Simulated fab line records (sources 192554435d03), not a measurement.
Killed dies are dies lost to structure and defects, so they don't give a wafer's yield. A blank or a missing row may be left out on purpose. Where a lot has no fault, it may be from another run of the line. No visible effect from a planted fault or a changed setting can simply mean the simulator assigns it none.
Matching of chambers || flow n5_finfet || N5_BEOL_M4_STRIP_66 on rie_diel-04 has 4 sister chambers
The step strips in CF4. 4 wafers are shown with their chamber, then 12 later ones without.

## WAFERS WITH THEIR CHAMBER
{"wafer": "L090.1", "chamber": 2, "drypump_motor_current_A (A)": 5.1}
{"wafer": "L090.3", "chamber": 1, "drypump_motor_current_A (A)": 5.7}
{"wafer": "L092.1", "chamber": 3, "drypump_motor_current_A (A)": 6.1}
{"wafer": "L092.5", "chamber": 0, "drypump_motor_current_A (A)": 5.4}

## WAFERS WITHOUT THEIR CHAMBER
{"wafer": "L094.2", "drypump_motor_current_A (A)": 6.0}
{"wafer": "L094.3", "drypump_motor_current_A (A)": 5.4}
{"wafer": "L094.5", "drypump_motor_current_A (A)": 6.0}
{"wafer": "L095.2", "drypump_motor_current_A (A)": 6.0}
{"wafer": "L095.4", "drypump_motor_current_A (A)": 5.1}
{"wafer": "L095.6", "drypump_motor_current_A (A)": 6.0}
{"wafer": "L096.1", "drypump_motor_current_A (A)": 5.4}
{"wafer": "L096.2", "drypump_motor_current_A (A)": 6.0}
{"wafer": "L096.6", "drypump_motor_current_A (A)": 6.0}
{"wafer": "L097.1", "drypump_motor_current_A (A)": 5.4}
{"wafer": "L097.2", "drypump_motor_current_A (A)": 5.7}
{"wafer": "L097.4", "drypump_motor_current_A (A)": 6.1}

## EACH ONE'S CHAMBER
{"wafer": "L094.2", "from the rows above": 3, "in truth": 3}
{"wafer": "L094.3", "from the rows above": 0, "in truth": 0}
{"wafer": "L094.5", "from the rows above": 3, "in truth": 3}
{"wafer": "L095.2", "from the rows above": 3, "in truth": 3}
{"wafer": "L095.4", "from the rows above": 2, "in truth": 2}
{"wafer": "L095.6", "from the rows above": 3, "in truth": 3}
{"wafer": "L096.1", "from the rows above": 0, "in truth": 0}
{"wafer": "L096.2", "from the rows above": 3, "in truth": 3}
{"wafer": "L096.6", "from the rows above": 3, "in truth": 3}
{"wafer": "L097.1", "from the rows above": 0, "in truth": 0}
{"wafer": "L097.2", "from the rows above": 1, "in truth": 1}
{"wafer": "L097.4", "from the rows above": 3, "in truth": 3}
Placed correctly: 12 of 12. From these rows, 0 cannot be placed. Number placed wrongly: 0.
How it was worked out, from the rows above alone: a wafer's distance from a chamber is the root of the sum, over the readings, of the square of ((its reading less the chamber's mean) divided by the reading's scatter). The wafer belongs to the nearest chamber; if the next one is less than 2 further off, it can't be placed. A chamber's mean is the mean of its shown wafers. The scatter (one wafer shown for each chamber): square how far every hidden wafer sits from the nearest shown wafer, average those squares and take the square root.
